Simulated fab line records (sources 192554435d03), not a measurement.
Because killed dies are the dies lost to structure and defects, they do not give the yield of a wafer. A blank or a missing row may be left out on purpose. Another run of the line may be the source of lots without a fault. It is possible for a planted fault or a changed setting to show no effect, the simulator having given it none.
A struck lot beside a sound one ; flow n5_finfet ; 17 steps out of a route of 1938
Sound: these wafers, L981.1, L981.2, L981.6. Struck: wafer L998.1. (L998.4 of the same lot was not struck and is left out.) The cause comes at the end.
Per side, at each step with rows, come the tool, then ch with its chambers, and then its first start. Under that, the readings that differ: sound wafers ; struck wafers ; difference of the means ; sigmas: that difference in standard deviations of wafers without a fault.
alike: same words and numbers on both sides, and readings whose means sit less than 2 such deviations apart. not compared: any withheld reading, any reading some wafer has no value for, any bound like >300 that may hide the same value, and any number with overlapping values for which the record gives no deviation.
A row with sigmas, a row that says differs or no value, or rows on one side alone: a step with any of these is where the two part. Numbers that have no deviation but don't overlap get no sigmas and don't part them. A reading missing from all wafers of one side parts the sides only when that side holds two or more wafers.

N5_PASSIVATION_STRIP_34: strips in O2.
  sound on rie_diel-06 ch 1,2, day 12 02:28; struck on rie_diel-05 ch 3, day 16 20:23
  alike: drypump_motor_current_A, oes_product_au, rf_vpp_V, showerhead_plenum_p_Torr, throttle_valve_pct
  not compared: rf_hours_counter_h
then, 4 steps without rows for these wafers: N5_PASSIVATION_STRIP_51 (strips in post etch residue remover, time 1200 s); N5_PASSIVATION_CLEAN_69 (cleans in IPA, time 180 s); N5_PASSIVATION_SRD_70 (time 30 s); N5_PASSIVATION_PECVD_53 (deposits SiO2 from TEOS/O2, target thk 800 nm, time 169.4 s).
N5_PASSIVATION_PECVD_35: deposits SiNx from SiH4/NH3/N2, target thk 700 nm, time 151.3 s.
  sound on pecvd-04 ch 1,2, day 12 03:06; struck on pecvd-03 ch 2, day 16 21:01
reading;sound;struck;difference;sigmas
heater_power_w (W);507 451 488;275;-207;-2
showerhead_plenum_p_Torr (Torr);8.61 8.74 8.73;8.50;-0.19;-2
  alike: rf_fwd_power_W, throttle_valve_pct
then, 6 steps without rows for these wafers: N5_PASSIVATION_HMDS_37 (time 60 s); N5_PASSIVATION_COAT_38; N5_PASSIVATION_EBR_40; N5_PASSIVATION_SOFTBAKE_39 (time 120 s); N5_PASSIVATION_EXPOSE_41 (exposes mask PASS OPEN, defocus 0 nm, target cd 40000 nm); N5_PASSIVATION_PEB_42.
N5_PASSIVATION_DEVELOP_43: develop time 60 s.
  sound on litho_track-02 ch 0, day 12 03:33; struck on litho_track-04 ch 0, day 16 21:19
then, 1 step without rows for these wafers: N5_PASSIVATION_HARDBAKE_45 (time 120 s).
N5_PASSIVATION_CD_MEAS_44: the cd target is 40000 nm.
  sound on cd_sem-02 ch 0, day 12 03:40; struck on cd_sem-03 ch 0, day 16 21:26
reading;sound;struck;difference;sigmas
cd_nm (nm);40001 40000 40002;39983;-18;-6
N5_PASSIVATION_OVL_MEAS_66:
  sound on overlay-01 ch 0, day 12 03:41; struck on overlay-02 ch 0, day 16 21:28
reading;sound;struck;difference;sigmas
PASS_OPEN_OVL (nm);-3 -4 -10;8;+14;+2
N5_PASSIVATION_PROBE_49:
  rows exist in the record for the struck wafers here (prober-02, day 17 01:13), but not for the sound ones

WHERE THEY PART
First at N5_PASSIVATION_PECVD_35; last, within this record, at N5_PASSIVATION_PROBE_49.

WHY: the cause the simulator had injected
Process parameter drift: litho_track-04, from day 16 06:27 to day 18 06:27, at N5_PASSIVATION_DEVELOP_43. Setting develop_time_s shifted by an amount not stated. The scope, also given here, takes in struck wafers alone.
